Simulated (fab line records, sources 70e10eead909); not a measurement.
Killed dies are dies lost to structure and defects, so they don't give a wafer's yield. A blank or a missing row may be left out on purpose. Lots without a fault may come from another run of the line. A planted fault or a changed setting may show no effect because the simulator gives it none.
Problem report in the 8D (eight disciplines) form, filled by code | flow nand_harc | the parts of the form that need people (team, actions taken, sign-off) are left out

1. THE PROBLEM
killed_at_array at NHARC_END_SORT_01 reads a mean of 672 on 2 wafers of 2 lots; wafers without a fault read 26 with a standard deviation of 10. That is +65 standard deviations from the usual mean.
First seen on wafer L739.2, day 21 10:20, on prober-02. The record holds 4 wafers of 2 lots with a number at this step. Rule for "out", or "out of limits": more than 4 standard deviations from the usual mean. The other wafers with a number count as sound.

2. WHAT IT IS AND WHAT IT IS NOT
question                    | is                           | is not
which readings at this step | killed_at_array, killed_dies | killed_at_other, killed_at_periphery, killed_short
which lots                  | L739, L740                   | -
which wafers of those lots  | L739.2, L740.6               | L739.4, L740.4
read on which gauges        | prober-01, prober-02         | -
when                        | from day 21 10:20            | up to then (0 sound wafers); but 2 sound wafers of L739, L740 came after

3. SUSPECTS, AND WHAT RULES EACH OUT
Counting: a tool at a process step up to the reading stays a suspect if it ran every lot that is out. Sound lots after the first of them don't rule it out here, since some wafers of a struck lot are sound.
- the gauge at NHARC_END_SORT_01: ruled out. The wafers that are out were read on 2 gauges (prober-01, prober-02).
- acl_dep-01 at NHARC_A_CONTACT_DEP_57 (deposits aC, target thk 2800 nm): kept. It ran every lot that is out, first L739 (day 18 18:29).
- pvd_sputter-01 at NHARC_THIN_TSV_DEGAS_53 (time 60 s): kept. It ran every lot that is out, first L740 (day 20 23:25).
Left after counting: acl_dep-01 at NHARC_A_CONTACT_DEP_57, pvd_sputter-01 at NHARC_THIN_TSV_DEGAS_53.

4. THE CAUSE (what the simulator had put in)
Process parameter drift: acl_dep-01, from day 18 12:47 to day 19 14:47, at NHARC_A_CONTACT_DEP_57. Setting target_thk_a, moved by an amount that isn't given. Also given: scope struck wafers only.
Counting left 2 suspects, and this tool is among them.

5. THE CHAIN OF EFFECTS, in route order
Each row: a reading whose mean over the struck wafers that have a number lies more than 3 standard deviations from the usual. Only readings for which the record gives a usual standard deviation are gone through. hours: the time from each lot's start at the first step in this table that gives one to its start at this step, as a median over the lots. sigmas: the change in usual standard deviations.
hours | step              | reading         | usual | on struck wafers | change | sigmas
0     | NHARC_END_SORT_01 | killed_at_array | 26    | 672              | +646   | +65
0     | NHARC_END_SORT_01 | killed_dies     | 30    | 677              | +647   | +59

6. WHAT WOULD HAVE CAUGHT IT SOONER
In this record the first reading out of limits at a measuring or inspecting step was taken at day 21 10:20, 70 hours after the fault began at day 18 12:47.
Of the tool readings at NHARC_A_CONTACT_DEP_57 for which the record gives a usual standard deviation, none was out on any struck wafer, so an alarm limit of 4 standard deviations on them would not have fired.
All the lots that are out (2) had begun NHARC_A_CONTACT_DEP_57 on acl_dep-01 by day 21 10:20. A hold on the tool at that time would have spared none of them.
